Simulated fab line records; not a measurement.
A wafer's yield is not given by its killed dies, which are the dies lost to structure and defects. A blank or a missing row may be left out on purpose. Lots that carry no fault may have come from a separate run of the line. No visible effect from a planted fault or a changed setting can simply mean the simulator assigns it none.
Problem report in the 8D (eight disciplines) form, filled by code / flow n5-finfet / the parts of the form that need people (team, actions taken, sign-off) are left out

## 1. PROBLEM STATEMENT
raw-defect-count at N5_FIN_CUT_INSPECT_10 reads a mean of 297 on 3 wafers of 1 lot; wafers without a fault read 46 with a standard deviation of 13. Relative to the usual mean, that is a shift of +19 standard deviations.
The step: inspects for defects (brightfield).
The first sign was on wafer L755.3 at day 6 00:03, on defect-inspect-02. The record has a number at this step for 25 wafers belonging to 10 lots. By rule, "out" or "out of limits" means more than 4 standard deviations away from the usual mean. All remaining wafers that have a number are taken as sound.

## 2. WHAT IT IS; WHAT IT IS NOT
question=which readings at this step | is=raw-defect-count | is not=-
question=which lots | is=L755 | is not=L740, L741, L742, L744, L747, L748, L749, L760, L762
question=which wafers of those lots | is=all that have a number | is not=-
question=read on which gauges | is=defect-inspect-02 | is not=defect-inspect-01
question=when | is=from day 6 00:03 | is not=up to then (17 sound wafers); but 5 sound wafers of L760, L762 came after

## 3. SUSPECTS, AND WHAT RULES EACH OUT
Counting: a tool stays on the suspect list if, at a process step up to the reading, it processed all lots that are out and no sound lot following the first of them.
- the gauge at N5_FIN_CUT_INSPECT_10 has been ruled out. All the wafers that are out were read on defect-inspect-02, but those of them that N5_PASSIVATION_PROBE_49 has rows for are out there too, on other tools.
- vapor-etch-02 at N5_FIN_SAQP_RECESS_63 (chemistry HF/NH3, target SiO2, target depth 18 nm, afs cycles 3, sublimation time 60 s): kept. It ran the lot that is out, L755 (day 5 21:55), and no sound lot after that; its last sound lot up to then is L744 (day 3 01:50).
- rie-diel-05 at N5_FIN_SAQP_STRIP_77 (strips in N2/H2, time 90 s): kept. It ran the lot that is out, L755 (day 5 23:13), and no sound lot after that; its last sound lot up to then is L749 (day 4 09:59).
Left after counting: vapor-etch-02 at N5_FIN_SAQP_RECESS_63, rie-diel-05 at N5_FIN_SAQP_STRIP_77.

## 4. THE CAUSE (what the simulator had put in)
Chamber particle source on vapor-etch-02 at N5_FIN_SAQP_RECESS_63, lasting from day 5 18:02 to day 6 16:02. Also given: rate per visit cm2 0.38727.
After counting, 2 suspects remain, this tool included.

## 5. THE CHAIN OF EFFECTS, in route order
Each row: a reading where the mean over the struck wafers with a number is more than 3 standard deviations away from the usual. Only readings for which the record gives a usual standard deviation are gone through. hours: the time from each lot's start at the first step in this table that gives one to its start at this step, as a median over the lots. sigmas: the change in usual standard deviations.
hours=0; step=N5_FIN_CUT_INSPECT_10; reading=raw-defect-count; usual=46; on struck wafers=297; change=+251; sigmas=+19
hours=246; step=N5_PASSIVATION_PROBE_49; reading=defect-limited-yield; usual=91.3 %; on struck wafers=83.9; change=-7.4; sigmas=-4.9
hours=246; step=N5_PASSIVATION_PROBE_49; reading=killed-at-front-end; usual=39; on struck wafers=121; change=+82; sigmas=+7.5
hours=246; step=N5_PASSIVATION_PROBE_49; reading=killed-dies; usual=103; on struck wafers=190; change=+87; sigmas=+4.8
hours=246; step=N5_PASSIVATION_PROBE_49; reading=sort_bin_5_function; usual=5.1 %; on struck wafers=10.7; change=+5.6; sigmas=+5.8
hours=246; step=N5_PASSIVATION_PROBE_49; reading=sort-n-pass; usual=1077; on struck wafers=990; change=-87; sigmas=-4.8
hours=246; step=N5_PASSIVATION_PROBE_49; reading=sort-yield-pct; usual=91.3 %; on struck wafers=83.9; change=-7.4; sigmas=-4.9
The process steps in it:
- N5_PASSIVATION_PROBE_49
Later steps that measure or inspect, where all struck wafers having a row at the step show a number for every such reading and not one has moved that far: N5_BEOL_M4_RC_MEAS_101.

## 6. WHAT WOULD HAVE CAUGHT IT SOONER
6 hours passed between the start of the fault at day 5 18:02 and the first reading out of limits at a measuring or inspecting step in this record, taken at day 6 00:03.
No tool reading at N5_FIN_SAQP_RECESS_63 that has a usual standard deviation in the record was out on any struck wafer, so an alarm limit of 4 standard deviations on those readings would not have fired.
The start of N5_FIN_SAQP_RECESS_63 on vapor-etch-02 came by day 6 00:03 for every one of the lots that are out (1). Holding the tool at that point would not have protected any of them.
